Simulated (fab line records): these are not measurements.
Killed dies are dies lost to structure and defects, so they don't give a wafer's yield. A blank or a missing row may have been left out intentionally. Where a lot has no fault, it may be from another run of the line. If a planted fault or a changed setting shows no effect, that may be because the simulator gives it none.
Matching of chambers	flow n5 finfet	N5_GATE_CUT_ETCH_19 on rie diel-04: 4 sister chambers
The step etches SiNx in CH3F/O2, target depth 53.7 nm, time 76.7 s. 18 wafers are shown with their chamber, then 9 later ones without.

WAFERS, EACH WITH ITS CHAMBER
wafer	chamber	drypump motor current A (A)	showerhead plenum p Torr (Torr)	rf vpp V (V)
L074.1	2	6.4	2.05	301
L074.3	0	5.9	2.02	294
L074.6	0	5.9	2.02	294
L075.1	2	6.4	2.05	303
L075.3	1	5.3	1.95	300
L075.4	2	6.3	2.05	301
L077.1	0	5.9	2.02	295
L077.3	2	6.4	2.05	301
L077.6	1	5.4	1.95	299
L081.1	3	5.7	2.05	304
L081.4	3	5.7	2.05	304
L081.5	2	6.4	2.04	301
L082.1	2	6.4	2.04	303
L082.3	3	5.7	2.05	304
L082.5	3	5.7	2.05	303
L088.1	1	5.3	1.95	301
L088.4	3	5.7	2.04	304
L088.5	0	5.9	2.01	294

SIGNATURES, as means of the wafers listed above
reading	chamber 0	chamber 1	chamber 2	chamber 3	scatter within a chamber
drypump motor current A	5.900	5.333	6.383	5.700	0.0327
showerhead plenum p Torr	2.0175	1.9500	2.0467	2.0480	0.00454
rf vpp V	294.25	300.00	301.67	303.80	0.797
Rule: a wafer lies at a distance from a chamber equal to the root of the sum of squares, over the readings, of (its reading less the chamber's mean, divided by the reading's scatter). The wafer belongs to the nearest chamber; if the next one is less than 2 further off, it can't be placed. The scatter is the square root of a quotient: the sum, over the shown wafers, of each reading's squared deviation from its chamber's mean, divided by wafers minus chambers.

WAFERS WITHOUT THEIR CHAMBER
wafer	drypump motor current A (A)	showerhead plenum p Torr (Torr)	rf vpp V (V)
L091.3	5.7	2.04	305
L091.4	6.4	2.04	301
L091.6	5.7	2.04	307
L090.1	6.4	2.04	302
L090.3	5.9	2.01	295
L090.5	5.9	2.01	294
L097.1	5.9	2.01	294
L097.2	6.4	2.04	301
L097.3	5.3	1.95	300

WHICH CHAMBER EACH WENT THROUGH
wafer	from the rows above	in truth
L091.3	3	3
L091.4	2	2
L091.6	3	3
L090.1	2	2
L090.3	0	0
L090.5	0	0
L097.1	0	0
L097.2	2	2
L097.3	1	1
9 of 9 placed correctly. From these rows, 0 cannot be placed. Wrongly placed: 0.
